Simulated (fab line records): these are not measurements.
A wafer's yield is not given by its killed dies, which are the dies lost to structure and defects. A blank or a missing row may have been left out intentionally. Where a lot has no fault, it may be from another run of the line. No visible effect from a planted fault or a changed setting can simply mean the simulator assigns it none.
fab line records	flow n5-finfet
record lots=6	wafers=18	last-day=18
route steps=1938 shown BEOL_M8@1366
lots with no fault: from the same line, run without faults
start-h: hours from the record's opening day to when the first of the lot's shown wafers began	wait-h: hours from the lot's prior step to this one	" same as the row above	L1.1+2: a single row standing in for several wafers	- no value present, or no start provided	* or withheld: withheld	< > ~ a bound
route shown NAME@n: NAME is a module with steps in the file, n the number in the route of the first one	usual: the fault-free wafers' mean and standard deviation	same: alike in all rows	chamber/n: place in a boat	sites: readings site by site	_std_site: the standard deviation of these	_edge_site: inner sites' mean taken away from outer sites' mean	radius-mm: how far each site lies from the wafer's centre	mask NAME#n: copy n	behind: the tool/chamber that last shaped the wafer	hold: what put the lot on hold/how long, in hours/how the hold closed	device: the n, p or np transistor that did not switch	end of line: the tests these same wafers got at the end of their route	step lacking rows: just its recipe	killed: the dies lost at the first sort to structure and to defects; this is not the yield of the wafer	map: per-die view of a wafer (x killed, . not killed, _ where there is no die)
set.NAME: the setting as run; set.NAME@STEP: as run at that earlier step	model.NAME: the simulator's own value behind a step, which no gauge read
a table for each step, a row for each wafer; lots at some steps of the route
services: when a tool's chamber went out of use (start-h, in hours from the record's first day, below 0 if earlier), for how many hours, and the reason
## steps
# step N5_BEOL_M8_OVL_MEAS_29
# recipe points-per-wafer=522
# usual V7_OVL=0.4/0.72
lot.wafer	tool	chamber	start-h	wait-h	V7_OVL[nm]
L250.1	overlay-01	0	215.00	0.0	0.1
L250.2	"	0	"	"	-0.4
L250.6	"	0	"	"	0.4
L253.1	overlay-01	0	232.14	0.0	-0.4
L253.3	"	0	"	"	-0.2
L253.5	"	0	"	"	0.0
L258.2	overlay-02	0	275.23	0.0	0.2
L258.3	"	0	"	"	-1.0
L258.6	"	0	"	"	0.8
L260.1	overlay-02	0	290.14	0.0	0.3
L260.3	"	0	"	"	0.6
L260.6	"	0	"	"	1.5
L267.1	overlay-02	0	350.84	0.0	1.1
L267.2	"	0	"	"	0.1
L267.4	"	0	"	"	0.2
L270.2	overlay-02	0	355.39	0.0	0.0
L270.5	"	0	"	"	0.7
L270.6	"	0	"	"	-0.5
# step N5_BEOL_M8_INSPECT_30
# recipe mode=adi	inspect-instrument=brightfield
# usual raw-defect-count=417/110
lot.wafer	tool	chamber	start-h	wait-h	raw-defect-count
L250.1	defect-inspect-01	-	215.06	0.1	471
L250.2	"	-	"	"	414
L250.6	"	-	"	"	388
L253.1	defect-inspect-01	-	232.20	0.1	397
L253.3	"	-	"	"	316
L253.5	"	-	"	"	415
L258.2	defect-inspect-02	-	275.28	0.0	430
L258.3	"	-	"	"	317
L258.6	"	-	"	"	445
L260.1	defect-inspect-01	-	290.20	0.1	359
L260.3	"	-	"	"	436
L260.6	"	-	"	"	446
L267.1	defect-inspect-02	-	350.90	0.1	260
L267.2	"	-	"	"	231
L267.4	"	-	"	"	256
L270.2	defect-inspect-01	-	355.44	0.0	290
L270.5	"	-	"	"	335
L270.6	"	-	"	"	312
# step N5_BEOL_M8_DESCUM_33
# recipe chemistry=O2	time-s=7	source-power-w=50	bias-power-w=20	pressure-mtorr=20	rf-frequency-hz=2.712e+07	temp-c=40	resist=CAR-EUV	o2-flow-sccm=225
# step N5_BEOL_M8_ETCH_72
# recipe chemistry=N2/H2	target=underlayer	target-depth-a=65	mask-material=CAR-EUV	time-s=5.2	ion-energy-ev=200	pressure-mtorr=30	source-w=840	bias-w=150	n2-flow-sccm=200	h2-flow-sccm=200	ends=cleared
# step N5_BEOL_M8_ETCH_65
# recipe chemistry=CF4	target=SiARC	target-depth-a=156	mask-material=CAR-EUV	time-s=26	ion-energy-ev=80	pressure-mtorr=40	source-w=545	bias-w=36	Ar_flow_sccm=100	cf4-flow-sccm=100	ends=cleared
# usual drypump-motor-current-A=5.9/0.56	etch-rf-on-time-s=26.3/0.75	oes-product-au=0.64/0.065	rf-vpp-V=184.0/1.2	showerhead-plenum-p-Torr=2.13/0.06	throttle-valve-pct=15.65/0.26
lot.wafer	tool	chamber	start-h	wait-h	drypump-motor-current-A	etch-rf-on-time-s	oes-product-au	rf-hours-counter-h	rf-vpp-V	showerhead-plenum-p-Torr	throttle-valve-pct
L250.1	rie-diel-05	3	215.23	0.0	5.4	26.7	0.71	61	184.5	2.08	15.43
L250.2	"	1	"	"	6.7	27.2	0.64	126	183.4	2.15	15.30
L250.6	"	3	"	"	5.4	26.4	0.72	-	183.1	2.08	15.44
L253.1	rie-diel-06	2	232.29	0.0	4.9	27.3	0.57	227	185.2	2.20	16.09
L253.3	"	0	"	"	5.8	26.9	0.58	232	183.2	2.02	15.91
L253.5	"	2	"	"	4.9	27.5	0.57	-	185.8	2.20	16.08
L258.2	rie-diel-05	2	275.44	0.0	6.2	26.8	0.59	225	183.1	2.13	16.03
L258.3	"	0	"	"	6.4	25.1	0.68	128	185.4	2.16	15.69
L258.6	"	1	"	"	6.7	27.3	0.63	-	183.9	2.15	15.33
L260.1	rie-diel-05	2	290.28	0.0	6.3	26.7	0.58	231	185.3	2.13	16.03
L260.3	"	0	"	"	6.4	25.0	0.68	133	184.6	2.16	15.69
L260.6	"	2	"	"	6.2	26.6	0.59	-	183.4	2.13	16.03
L267.1	rie-diel-06	1	351.06	0.0	5.5	26.4	0.57	247	181.9	2.03	16.11
L267.2	"	0	"	"	5.8	25.6	0.77	16	184.8	2.26	15.52
L267.4	"	3	"	"	5.0	26.4	0.58	235	184.0	2.04	15.43
L270.2	rie-diel-02	3	355.53	0.0	5.8	24.5	0.82	9	182.5	2.11	15.41
L270.5	"	3	"	"	5.7	24.4	0.83	-	183.9	2.11	15.40
L270.6	"	2	"	"	6.1	27.0	0.61	-	182.0	2.13	15.70
# step N5_BEOL_M8_ETCH_66
# recipe chemistry=N2/H2	target=SOC	target-depth-a=800	overetch-a=160	mask-material=SiARC	temp-c=40	time-s=120	ion-energy-ev=200	pressure-mtorr=30	source-w=840	bias-w=150	n2-flow-sccm=200	h2-flow-sccm=200
# usual drypump-motor-current-A=6.0/0.56	oes-product-au=0.58/0.053	rf-vpp-V=523.3/2.1	showerhead-plenum-p-Torr=2.52/0.073	throttle-valve-pct=17.8/0.31
lot.wafer	tool	chamber	start-h	wait-h	drypump-motor-current-A	oes-product-au	rf-hours-counter-h	rf-vpp-V	showerhead-plenum-p-Torr	throttle-valve-pct
L250.1	rie-diel-05	3	215.26	0.0	5.4	0.63	61	520.7	2.48	17.7
L250.2	"	1	"	"	6.7	0.59	126	523.5	2.55	17.4
L250.6	"	3	"	"	5.4	0.64	-	521.8	2.48	17.7
L253.1	rie-diel-06	2	232.32	0.0	4.9	0.52	227	524.1	2.62	18.3
L253.3	"	0	"	"	5.8	0.54	232	521.0	2.40	18.1
L253.5	"	2	"	"	4.9	0.53	-	525.9	2.62	18.3
L258.2	rie-diel-05	2	275.47	0.0	6.3	0.54	226	523.8	2.52	18.3
L258.3	"	0	"	"	6.4	0.60	128	525.3	2.55	17.8
L258.6	"	1	"	"	6.7	0.58	-	524.4	2.54	17.5
L260.1	rie-diel-05	2	290.31	0.0	6.3	0.54	231	524.2	2.52	18.4
L260.3	"	0	"	"	6.4	0.60	133	524.9	2.55	17.8
L260.6	"	2	"	"	6.3	0.53	-	522.7	2.52	18.4
L267.1	rie-diel-06	1	351.09	0.0	5.5	0.51	247	520.2	2.40	18.3
L267.2	"	0	"	"	5.8	0.69	16	528.6	2.70	17.8
L267.4	"	3	"	"	5.0	0.53	235	520.3	2.42	17.6
L270.2	rie-diel-02	3	355.56	0.0	5.7	0.71	9	522.8	2.48	17.5
L270.5	"	3	"	"	5.8	0.71	-	521.4	2.48	17.5
L270.6	"	2	"	"	6.1	0.56	-	523.2	2.54	18.0
# step N5_BEOL_M8_STRIP_69
# recipe chemistry=N2/H2	temp-c=40	n2-flow-sccm=200	h2-flow-sccm=200	rf-frequency-hz=6e+07
# step N5_BEOL_M8_STRIP_73
# recipe chemistry=N2/H2	temp-c=40	n2-flow-sccm=200	h2-flow-sccm=200	rf-frequency-hz=6e+07
# step N5_BEOL_M8_VIA_ETCH_34
# recipe chemistry=C4F6/O2	target=SiCOH_lowk	target-depth-a=1255	mask-material=SOC	taper-deg=4	time-s=50.5	ion-energy-ev=250	pressure-mtorr=30	source-w=345	bias-w=185	Ar_flow_sccm=300	C4F6_flow_sccm=10	O2_flow_sccm=10
# step N5_BEOL_M8_STRIP_76
# recipe chemistry=C4F6/O2	resist=SiARC	rf-frequency-hz=6e+07
# step N5_BEOL_M8_STRIP_36
# recipe chemistry=N2/H2	power-w=450	temp-c=40	pressure-mtorr=20	rf-frequency-hz=6e+07	overash-fraction=0.3	bias-power-w=7	h2-frac=0.5	n2-flow-sccm=200	h2-flow-sccm=200
# usual drypump-motor-current-A=6.0/0.56	oes-product-au=0.76/0.076	rf-vpp-V=59.2/1.4	showerhead-plenum-p-Torr=2.52/0.073	throttle-valve-pct=23.6/0.39
lot.wafer	tool	chamber	start-h	wait-h	drypump-motor-current-A	oes-product-au	rf-hours-counter-h	rf-vpp-V	showerhead-plenum-p-Torr	throttle-valve-pct
L250.1	rie-diel-05	3	215.41	0.0	5.5	0.85	61	60.0	2.47	23.7
L250.2	"	1	"	"	6.7	0.75	126	62.6	2.54	23.2
L250.6	"	3	"	"	5.5	0.85	-	60.2	2.47	23.7
L253.1	rie-diel-06	2	232.47	0.0	4.9	0.67	227	57.7	2.61	24.1
L253.3	"	0	"	"	5.8	0.68	232	60.5	2.39	23.9
L253.5	"	2	"	"	4.9	0.66	-	60.0	2.61	24.1
L258.2	rie-diel-05	2	275.62	0.0	6.3	0.70	226	58.8	2.52	24.4
L258.3	"	0	"	"	6.4	0.79	128	59.0	2.55	23.6
L258.6	"	1	"	"	6.7	0.74	-	58.4	2.53	23.2
L260.1	rie-diel-05	2	290.46	0.0	6.3	0.68	232	60.9	2.52	24.4
L260.3	"	0	"	"	6.4	0.77	133	60.4	2.55	23.6
L260.6	"	2	"	"	6.2	0.68	-	56.3	2.52	24.3
L267.1	rie-diel-06	1	351.24	0.0	5.5	0.67	247	57.6	2.39	24.3
L267.2	"	0	"	"	5.8	0.91	16	58.6	2.70	23.8
L267.4	"	3	"	"	5.0	0.68	235	59.6	2.41	23.2
L270.2	rie-diel-02	3	355.71	0.0	5.7	0.95	9	58.7	2.47	23.3
L270.5	"	3	"	"	5.7	0.95	-	58.9	2.47	23.3
L270.6	"	2	"	"	6.1	0.72	-	60.6	2.54	23.7
# step N5_BEOL_M8_TRENCH_ETCH_37
# recipe chemistry=C4F6/O2	target-depth-a=934.78	target=SiCOH_lowk	time-s=31.2	ion-energy-ev=250	pressure-mtorr=30	source-w=345	bias-w=185	Ar_flow_sccm=300	C4F6_flow_sccm=10	O2_flow_sccm=10
# usual drypump-motor-current-A=6.0/0.57	oes_f_703_au=0.75/0.074	oes-product-au=0.75/0.074	rf-vpp-V=672/11	showerhead-plenum-p-Torr=2.84/0.082	throttle-valve-pct=21.00/0.26
lot.wafer	tool	chamber	start-h	wait-h	drypump-motor-current-A	oes_f_703_au	oes-product-au	rf-hours-counter-h	rf-vpp-V	showerhead-plenum-p-Torr	throttle-valve-pct
L250.1	rie-diel-05	3	-	-	5.4	0.81	0.83	61	675	2.79	20.86
L250.2	"	1	"	"	6.7	0.75	0.76	126	679	2.88	20.70
L250.6	"	3	"	"	5.5	0.82	0.83	-	676	2.79	20.87
L253.1	rie-diel-06	2	-	-	4.9	0.64	0.66	227	678	2.94	21.48
L253.3	"	0	"	"	5.8	0.68	0.68	232	645	2.68	21.14
L253.5	"	2	"	"	4.9	0.64	0.67	-	678	2.94	21.47
L258.2	rie-diel-05	2	-	-	6.2	0.69	0.70	226	662	2.84	21.38
L258.3	"	0	"	"	6.4	0.80	0.81	128	680	2.88	21.04
L258.6	"	1	"	"	6.7	0.73	0.75	-	679	2.87	20.72
L260.1	rie-diel-05	2	-	-	6.2	0.69	0.69	232	663	2.83	21.39
L260.3	"	0	"	"	6.4	0.81	0.79	133	680	2.87	21.07
L260.6	"	2	"	"	6.2	0.68	0.69	-	661	2.83	21.41
L267.1	rie-diel-06	1	-	-	5.5	0.65	0.66	247	685	2.69	21.42
L267.2	"	0	"	"	5.8	0.89	0.91	16	657	3.00	20.88
L267.4	"	3	"	"	5.0	0.67	0.69	235	670	2.71	20.60
L270.2	rie-diel-02	3	-	-	5.7	0.97	0.95	9	660	2.82	20.86
L270.5	"	3	"	"	5.7	0.97	0.96	-	658	2.82	20.87
L270.6	"	2	"	"	6.1	0.69	0.71	-	673	2.83	20.97
# step N5_BEOL_M8_ETCH_41
# recipe chemistry=CH3F/O2	target=SiCN	target-depth-a=319	taper-deg=2	time-s=57.8	ion-energy-ev=120	mask-material=TiN	pressure-mtorr=30	source-w=395	bias-w=75	Ar_flow_sccm=150	CH3F_flow_sccm=30	O2_flow_sccm=20
# usual drypump-motor-current-A=5.9/0.57	oes-product-au=0.75/0.075	rf-vpp-V=297.0/1.4	showerhead-plenum-p-Torr=1.99/0.059	throttle-valve-pct=16.39/0.25
lot.wafer	tool	chamber	start-h	wait-h	drypump-motor-current-A	oes-product-au	rf-hours-counter-h	rf-vpp-V	showerhead-plenum-p-Torr	throttle-valve-pct	model.etch.depth-nm
L250.1	rie-diel-05	3	215.48	-	5.4	0.82	61	296.1	1.96	16.23	21.4
L250.2	"	1	"	"	6.7	0.75	126	296.7	2.03	16.06	21.12
L250.6	"	3	"	"	5.4	0.84	-	297.1	1.96	16.22	21.64
L253.1	rie-diel-06	2	232.54	-	4.9	0.68	227	299.0	2.07	16.83	21.3
L253.3	"	0	"	"	5.8	0.68	232	295.1	1.88	16.61	21.58
L253.5	"	2	"	"	4.9	0.67	-	298.0	2.06	16.85	21.35
L258.2	rie-diel-05	2	275.69	-	6.2	0.63	226	297.3	1.99	16.75	18.22
L258.3	"	0	"	"	6.4	0.72	128	297.0	2.02	16.40	18.96
L258.6	"	1	"	"	6.7	0.67	-	297.3	2.02	16.10	17.98
L260.1	rie-diel-05	2	290.53	-	6.3	0.62	232	296.1	1.99	16.76	18.05
L260.3	"	0	"	"	6.4	0.72	133	296.1	2.02	16.41	19.2
L260.6	"	2	"	"	6.3	0.62	-	296.3	1.99	16.76	18.08
L267.1	rie-diel-06	1	351.31	-	5.5	0.67	247	296.4	1.89	16.82	21.81
L267.2	"	0	"	"	5.8	0.91	16	300.0	2.12	16.25	22.37
L267.4	"	3	"	"	5.0	0.69	235	296.9	1.90	16.10	21.61
L270.2	rie-diel-02	3	355.78	-	5.7	0.96	9	296.6	1.98	16.17	22.88
L270.5	"	3	"	"	5.7	0.95	-	298.0	1.98	16.16	22.94
L270.6	"	2	"	"	6.1	0.72	-	297.4	1.99	16.40	21.44
# step N5_BEOL_M8_STRIP_80
# recipe chemistry=N2/H2	time-s=10	power-w=450	temp-c=40	pressure-mtorr=20	rf-frequency-hz=6e+07	bias-power-w=7	n2-flow-sccm=200	h2-flow-sccm=200
# usual drypump-motor-current-A=6.0/0.56	oes-product-au=0.76/0.076	rf-vpp-V=59.1/0.82	showerhead-plenum-p-Torr=2.52/0.073	throttle-valve-pct=23.6/0.39
lot.wafer	tool	chamber	start-h	wait-h	drypump-motor-current-A	oes-product-au	rf-hours-counter-h	rf-vpp-V	showerhead-plenum-p-Torr	throttle-valve-pct
L250.1	rie-diel-05	3	-	-	5.5	0.83	61	59.0	2.47	23.7
L250.2	"	1	"	"	6.7	0.75	126	59.2	2.54	23.2
L250.6	"	3	"	"	5.5	0.83	-	59.1	2.47	23.7
L253.1	rie-diel-06	2	-	-	4.9	0.68	228	58.7	2.61	24.1
L253.3	"	0	"	"	5.8	0.68	232	59.3	2.39	23.9
L253.5	"	2	"	"	4.9	0.67	-	60.1	2.61	24.1
L258.2	rie-diel-05	2	-	-	6.3	0.69	226	59.5	2.52	24.3
L258.3	"	0	"	"	6.4	0.78	128	57.5	2.55	23.6
L258.6	"	1	"	"	6.7	0.74	-	59.9	2.53	23.2
L260.1	rie-diel-05	2	-	-	6.3	0.69	232	58.8	2.52	24.4
L260.3	"	0	"	"	6.4	0.78	133	59.3	2.55	23.6
L260.6	"	2	"	"	6.3	0.68	-	58.3	2.52	24.4
L267.1	rie-diel-06	1	-	-	5.5	0.67	247	59.2	2.39	24.3
L267.2	"	0	"	"	5.8	0.91	16	59.6	2.70	23.8
L267.4	"	3	"	"	5.0	0.70	235	59.2	2.41	23.2
L270.2	rie-diel-02	3	-	-	5.7	0.95	9	58.2	2.47	23.3
L270.5	"	3	"	"	5.7	0.96	-	58.9	2.47	23.3
L270.6	"	2	"	"	6.1	0.73	-	59.3	2.54	23.8
## services
tool	chamber	start-h	hours	kind
rie-diel-02	-	212.23	1.0	repair
rie-diel-06	-	227.77	0.4	repair
rie-diel-05	3	229.94	6.9	repair
rie-diel-05	2	235.44	7.4	repair
rie-diel-05	-	260.09	1.4	repair
rie-diel-06	0	287.51	-	clean
rie-diel-06	0	287.51	-	consumable-replace:focus-ring
rie-diel-06	0	287.51	-	consumable-replace:showerhead
rie-diel-06	0	287.51	16.2	scheduled-down
rie-diel-06	0	287.51	16.2	vent-cycle
rie-diel-02	0	294.09	10.7	repair
rie-diel-06	2	303.85	-	clean
rie-diel-06	2	303.85	-	consumable-replace:focus-ring
rie-diel-06	2	303.85	30.6	scheduled-down
rie-diel-06	2	303.85	30.6	vent-cycle
rie-diel-06	1	306.01	2.9	repair
rie-diel-02	3	315.16	-	clean
rie-diel-02	3	315.16	-	consumable-replace:focus-ring
rie-diel-02	3	315.16	17.9	scheduled-down
rie-diel-02	3	315.16	17.9	vent-cycle
rie-diel-05	2	344.72	-	clean
rie-diel-05	2	344.72	-	consumable-replace:focus-ring
rie-diel-05	2	344.72	15.0	scheduled-down
rie-diel-05	2	344.72	15.0	vent-cycle
## key
first-sign none at tools or gauges
model-effect step=N5_BEOL_M8_ETCH_41	value=etch.depth-nm	without=21.64	struck=18.41
met-at N5_BEOL_M8_ETCH_41
struck-wafers L258.2,L258.3,L258.6,L260.1,L260.3,L260.6
onset-between 215.48 275.69
also-fits N5_BEOL_M8_ETCH_65:rie-diel-05,N5_BEOL_M8_ETCH_66:rie-diel-05,N5_BEOL_M8_STRIP_36:rie-diel-05,N5_BEOL_M8_TRENCH_ETCH_37:rie-diel-05
earlier-fault kind=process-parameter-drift	tool=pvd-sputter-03	chamber=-	onset-h=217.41	steps=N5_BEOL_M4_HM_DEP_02	channel=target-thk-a	offset=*	shape=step	acts-in=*	stated=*
fault kind=process-parameter-drift	tool=rie-diel-05	chamber=-	onset-h=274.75	steps=N5_BEOL_M8_ETCH_41	channel=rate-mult	offset=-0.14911	shape=step
